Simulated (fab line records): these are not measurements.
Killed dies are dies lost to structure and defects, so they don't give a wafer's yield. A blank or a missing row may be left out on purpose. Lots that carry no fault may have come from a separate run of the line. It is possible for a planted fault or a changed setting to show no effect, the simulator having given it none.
fab line records ; flow n5_finfet ; part 2 of 2: steps 26 to 33 of 33
[record] lots = 5; wafers = 15; last_day = 19
route steps=1938 shown BEOL_M2@925 BEOL_M3@931
lots that met no fault: taken from a fault-free run of the same line
start_h: hours from the record's opening day to when the first of the lot's shown wafers began ; wait_h: time in hours since the lot's previous step ; " repeats the value in the row above ; L1.1+2: several wafers, shown together as one row ; - no value present, or no start provided ; * or withheld: withheld ; < > ~ a bound
route shown NAME@n: names a module that has steps shown in the file, with the first one's number in the route ; usual: mean and standard deviation over wafers with no fault ; same: alike in all rows ; chamber/n: place in a boat ; sites: each site's reading ; _std_site: the values' standard deviation ; _edge_site: outer sites' mean less inner sites' ; radius_mm: for every site, how far away it sits from the centre of the wafer ; mask NAME#n: copy n ; behind: the tool/chamber that last shaped the wafer ; hold: what put the lot on hold/how long, in hours/how the hold closed ; device: transistor that didn't switch, given as n, p or np ; end of line: the tests these same wafers got at the end of their route ; a step without rows: its recipe alone ; killed: count of dies lost to structure and defects at first sort (not the wafer's yield) ; map: per-die view of a wafer (x killed, . not killed, _ where there is no die)
set.NAME: the run value of the setting; set.NAME@STEP: its run value at that earlier step ; model.NAME: the simulator's own value behind a step, which no gauge read
lots at selected steps of the route; one table per step, one row per wafer
services: from which hour (start_h, from the record's first day; less than 0 if before it) a tool's chamber was out of use, for how many hours, and why
[[steps]]
[step N5_BEOL_M3_ETCH_64]
[recipe] chemistry = N2/H2; target = SOC; target_depth_a = 750; overetch_a = 150; mask_material = SiARC; temp_c = 40; time_s = 112.5; ion_energy_ev = 200; pressure_mtorr = 30; source_w = 840; bias_w = 150; n2_flow_sccm = 200; h2_flow_sccm = 200
[usual] bias_w = 150.1/0.47; drypump_motor_current_A = 5.9/0.42; oes_product_au = 0.62/0.064; rf_vpp_V = 523.4/2.8; showerhead_plenum_p_Torr = 2.53/0.1; throttle_valve_pct = 17.86/0.28
lot.wafer;tool;chamber;start_h;wait_h;bias_w;drypump_motor_current_A;oes_product_au;rf_hours_counter_h;rf_vpp_V;showerhead_plenum_p_Torr;throttle_valve_pct
L076.2;rie_diel-04;3;168.48;0.0;149.4;6.4;0.61;134;517.9;2.35;18.12
L076.5;rie_diel-04;3;168.48;0.0;149.8;6.4;0.61;-;518.4;2.35;18.13
L076.6;rie_diel-04;0;168.48;0.0;149.6;5.9;0.60;-;521.2;2.44;17.60
L077.4;rie_diel-04;0;183.60;0.1;150.2;5.9;0.60;-;521.8;2.44;17.62
L077.5;rie_diel-04;2;183.60;0.1;150.6;6.3;0.78;-;522.8;2.50;17.52
L077.6;rie_diel-04;1;183.60;0.1;150.9;5.3;0.62;-;522.2;2.44;17.56
L085.1;rie_diel-06;3;227.85;0.0;149.4;6.3;0.61;148;524.4;2.54;18.01
L085.2;rie_diel-06;0;227.85;0.0;149.3;6.2;0.59;157;522.3;2.54;18.00
L085.3;rie_diel-06;2;227.85;0.0;150.0;6.2;0.55;230;524.8;2.62;18.20
L095.1;rie_diel-04;3;291.50;0.0;150.2;6.4;0.58;172;518.8;2.34;18.17
L095.4;rie_diel-04;1;291.50;0.0;149.2;5.2;0.60;152;522.0;2.43;17.62
L095.5;rie_diel-04;0;291.50;0.0;149.9;5.9;0.57;-;520.4;2.42;17.69
L096.1;rie_diel-05;3;308.66;0.0;149.7;5.7;0.69;31;529.0;2.70;17.38
L096.2;rie_diel-05;2;308.66;0.0;149.9;5.1;0.62;136;523.3;2.56;18.17
L096.5;rie_diel-05;1;308.66;0.0;150.1;5.6;0.56;-;525.1;2.63;17.79
[step N5_BEOL_M3_STRIP_65]
[recipe] chemistry = N2/H2; temp_c = 40; n2_flow_sccm = 200; h2_flow_sccm = 200; rf_frequency_hz = 6e+07
lot.wafer;tool;chamber;start_h;wait_h
L076.2+5+6;rie_diel-04;3,3,0;168.58;0.1
L077.4+5+6;rie_diel-04;0,2,1;183.66;0.0
L085.1+2+3;rie_diel-06;3,0,2;227.96;0.1
L095.1+4+5;rie_diel-04;3,1,0;291.60;0.1
L096.1+2+5;rie_diel-05;3,2,1;308.76;0.1
[step N5_BEOL_M3_STRIP_75]
[recipe] chemistry = N2/H2; temp_c = 40; n2_flow_sccm = 200; h2_flow_sccm = 200; rf_frequency_hz = 6e+07
lot.wafer;tool;chamber;start_h;wait_h
L076.2+5+6;rie_diel-04;3,3,0;168.59;0.0
L077.4+5+6;rie_diel-04;0,2,1;183.67;0.0
L085.1+2+3;rie_diel-06;3,0,2;227.97;0.0
L095.1+4+5;rie_diel-04;3,1,0;291.61;0.0
L096.1+2+5;rie_diel-05;3,2,1;308.77;0.0
[step N5_BEOL_M3_STRIP_66]
[recipe] chemistry = CF4; resist = SiARC; power_w = 300; bias_power_w = 75; pressure_mtorr = 50; cf4_flow_sccm = 150; rf_frequency_hz = 6e+07
[usual] drypump_motor_current_A = 5.9/0.42; oes_product_au = 0.78/0.081; rf_vpp_V = 270.9/1.7; showerhead_plenum_p_Torr = 1.78/0.064; throttle_valve_pct = 13.59/0.27
lot.wafer;tool;chamber;start_h;wait_h;drypump_motor_current_A;oes_product_au;rf_hours_counter_h;rf_vpp_V;showerhead_plenum_p_Torr;throttle_valve_pct
L076.2;rie_diel-04;3;168.60;0.0;6.4;0.76;134;267.5;1.67;13.77
L076.5;rie_diel-04;3;168.60;0.0;6.4;0.76;-;267.5;1.67;13.74
L076.6;rie_diel-04;0;168.60;0.0;5.9;0.75;-;269.7;1.73;13.40
L077.4;rie_diel-04;0;183.69;0.0;5.9;0.74;-;269.2;1.73;13.44
L077.5;rie_diel-04;2;183.69;0.0;6.2;0.97;-;270.7;1.76;13.09
L077.6;rie_diel-04;1;183.69;0.0;5.3;0.77;-;270.1;1.74;13.48
L085.1;rie_diel-06;3;227.98;0.0;6.2;0.76;148;271.4;1.79;13.76
L085.2;rie_diel-06;0;227.98;0.0;6.1;0.74;157;269.5;1.79;13.81
L085.3;rie_diel-06;2;227.98;0.0;6.2;0.69;230;273.0;1.84;13.96
L095.1;rie_diel-04;3;291.62;0.0;6.4;0.73;172;268.6;1.66;13.85
L095.4;rie_diel-04;1;291.62;0.0;5.2;0.74;152;269.1;1.73;13.55
L095.5;rie_diel-04;0;291.62;0.0;5.9;0.72;-;270.0;1.72;13.52
L096.1;rie_diel-05;3;308.78;0.0;5.7;0.88;31;275.1;1.89;13.20
L096.2;rie_diel-05;2;308.78;0.0;5.1;0.77;136;272.4;1.80;13.78
L096.5;rie_diel-05;1;308.78;0.0;5.6;0.70;-;271.7;1.84;13.55
[step N5_BEOL_M3_HM_OPEN_17]
[recipe] chemistry = Cl2/BCl3; target_depth_a = 200; overetch_a = 60; target = TiN; mask_material = SOC; ion_energy_ev = 150; pressure_mtorr = 10; icp_w = 1000; bias_w = 126; Cl2_flow_sccm = 53.25; bcl3_flow_sccm = 21.75; Ar_flow_sccm = 25
[usual] bias_w = 125.9/0.4; drypump_motor_current_A = 5.6/0.48; oes_product_au = 0.67/0.072; throttle_valve_pct = 22.15/0.11
lot.wafer;tool;chamber;start_h;wait_h;bias_w;drypump_motor_current_A;oes_product_au;rf_hours_counter_h;throttle_valve_pct
L076.2;rie_metal-01;0;168.65;0.0;125.5;5.4;0.77;11;22.12
L076.5;rie_metal-01;0;168.65;0.0;125.3;5.4;0.77;-;22.10
L076.6;rie_metal-01;1;168.65;0.0;126.7;6.5;0.61;-;22.29
L077.4;rie_metal-03;1;183.75;0.1;125.7;5.5;0.67;-;22.06
L077.5;rie_metal-03;1;183.75;0.1;125.6;5.5;0.68;-;22.08
L077.6;rie_metal-03;0;183.75;0.1;126.2;5.0;0.58;-;22.21
L085.1;rie_metal-01;1;228.02;0.0;125.8;6.5;0.61;66;22.28
L085.2;rie_metal-01;0;228.02;0.0;126.5;5.4;0.75;16;22.13
L085.3;rie_metal-01;0;228.02;0.0;126.2;5.4;0.75;-;22.13
L095.1;rie_metal-01;0;291.66;0.0;125.6;5.4;0.73;21;22.12
L095.4;rie_metal-01;1;291.66;0.0;126.7;6.5;0.59;-;22.29
L095.5;rie_metal-01;0;291.66;0.0;125.9;5.4;0.74;-;22.13
L096.1;rie_metal-02;0;308.82;0.0;126.0;5.5;0.63;62;22.19
L096.2;rie_metal-02;1;308.82;0.0;125.9;5.5;0.74;14;21.99
L096.5;rie_metal-02;0;308.82;0.0;125.3;5.5;0.62;-;22.21
[step N5_BEOL_M3_STRIP_19]
[recipe] chemistry = O2; power_w = 400; temp_c = 40; pressure_mtorr = 30; rf_frequency_hz = 6e+07; bias_power_w = 0; overash_fraction = 0.2; o2_flow_sccm = 225
[usual] drypump_motor_current_A = 5.9/0.35; oes_product_au = 0.79/0.088; rf_vpp_V = 3.7/0.46; showerhead_plenum_p_Torr = 2.13/0.041; throttle_valve_pct = 16.81/0.22
lot.wafer;tool;chamber;start_h;wait_h;drypump_motor_current_A;oes_product_au;rf_hours_counter_h;rf_vpp_V;showerhead_plenum_p_Torr;throttle_valve_pct
L076.2;rie_diel-06;0;168.77;0.1;6.1;0.77;143;2.9;2.11;16.88
L076.5;rie_diel-06;2;168.77;0.1;6.2;0.69;-;2.7;2.16;17.02
L076.6;rie_diel-06;3;168.77;0.1;6.3;0.78;-;3.2;2.11;16.87
L077.4;rie_diel-04;1;183.85;0.1;5.2;0.78;-;3.5;2.02;16.55
L077.5;rie_diel-04;0;183.85;0.1;5.9;0.75;-;3.4;2.02;16.51
L077.6;rie_diel-04;2;183.85;0.1;6.1;1.00;-;3.1;2.07;16.26
L085.1;rie_diel-06;1;228.23;0.2;6.2;0.87;33;3.8;2.14;16.85
L085.2;rie_diel-06;0;228.23;0.2;6.1;0.76;158;3.7;2.10;16.92
L085.3;rie_diel-06;2;228.23;0.2;6.2;0.68;230;3.2;2.16;17.04
L095.1;rie_diel-06;3;291.77;0.1;6.2;0.76;169;4.3;2.10;16.95
L095.4;rie_diel-06;0;291.77;0.1;6.1;0.74;-;3.5;2.09;16.95
L095.5;rie_diel-06;3;291.77;0.1;6.2;0.75;-;4.4;2.10;16.93
L096.1;rie_diel-06;1;308.96;0.1;6.2;0.84;61;3.9;2.13;16.90
L096.2;rie_diel-06;3;308.96;0.1;6.2;0.74;175;3.7;2.09;16.94
L096.5;rie_diel-06;1;308.96;0.1;6.2;0.83;-;3.9;2.13;16.91
[step N5_BEOL_M3_CD_MEAS_18]
[recipe] pitch_nm = 36; target_cd_nm = 18
[usual] cd_nm = 18.0/0.31
lot.wafer;tool;chamber;start_h;wait_h;cd_nm
L076.2;cd_sem-02;-;168.84;0.1;17.8
L076.5;cd_sem-02;-;168.84;0.1;18.0
L076.6;cd_sem-02;-;168.84;0.1;17.5
L077.4;cd_sem-02;-;183.90;0.0;17.9
L077.5;cd_sem-02;-;183.90;0.0;18.2
L077.6;cd_sem-02;-;183.90;0.0;18.0
L085.1;cd_sem-02;-;228.30;0.0;18.3
L085.2;cd_sem-02;-;228.30;0.0;18.2
L085.3;cd_sem-02;-;228.30;0.0;18.1
L095.1;cd_sem-02;-;291.84;0.0;17.8
L095.4;cd_sem-02;-;291.84;0.0;18.0
L095.5;cd_sem-02;-;291.84;0.0;17.6
L096.1;cd_sem-01;-;309.03;0.0;18.1
L096.2;cd_sem-01;-;309.03;0.0;17.9
L096.5;cd_sem-01;-;309.03;0.0;18.2
[step N5_BEOL_M3_COAT_67]
[recipe] resist = SOC; temp_c = 250; time_s = 60; spin_rpm = 1500; resist_thk_nm = 60
lot.wafer;tool;chamber;start_h;wait_h
L076.2+5+6;litho_track-04;0;168.88;0.0
L077.4+5+6;litho_track-01;0;183.93;0.0
L085.1+2+3;litho_track-04;0;228.33;0.0
L095.1+4+5;litho_track-04;0;291.88;0.0
L096.1+2+5;litho_track-01;0;309.07;0.0
[[services]]
tool;chamber;start_h;hours;kind
euv_scanner-01;-;145.82;1.0;pm
pecvd-03;2;151.25;2.4;repair
rie_diel-06;0;155.89;3.1;repair
cvd_co-02;-;166.91;28.1;pm
euv_scanner-01;-;172.37;3.8;repair
rie_diel-04;3;179.15;9.9;repair
euv_scanner-01;-;185.63;1.2;repair
pecvd-02;-;188.31;0.4;repair
euv_scanner-01;-;201.97;1.0;pm
pecvd-04;-;205.06;2.8;pm
pecvd-02;-;217.60;2.5;repair
pecvd-01;-;231.21;0.4;repair
pecvd-03;-;236.11;1.5;repair
pecvd-01;-;241.99;0.7;repair
rie_diel-04;1;246.57;21.8;repair
pecvd-01;1;247.33;8.2;repair
pecvd-04;-;251.81;1.5;repair
pecvd-01;2;257.10;2.0;repair
euv_scanner-01;-;258.12;1.0;pm
rie_diel-04;2;259.91;4.9;repair
rie_metal-01;1;274.34;2.2;repair
euv_scanner-01;-;277.10;0.2;repair
pvd_sputter-02;-;277.88;6.1;repair
euv_scanner-01;-;292.61;4.6;pm
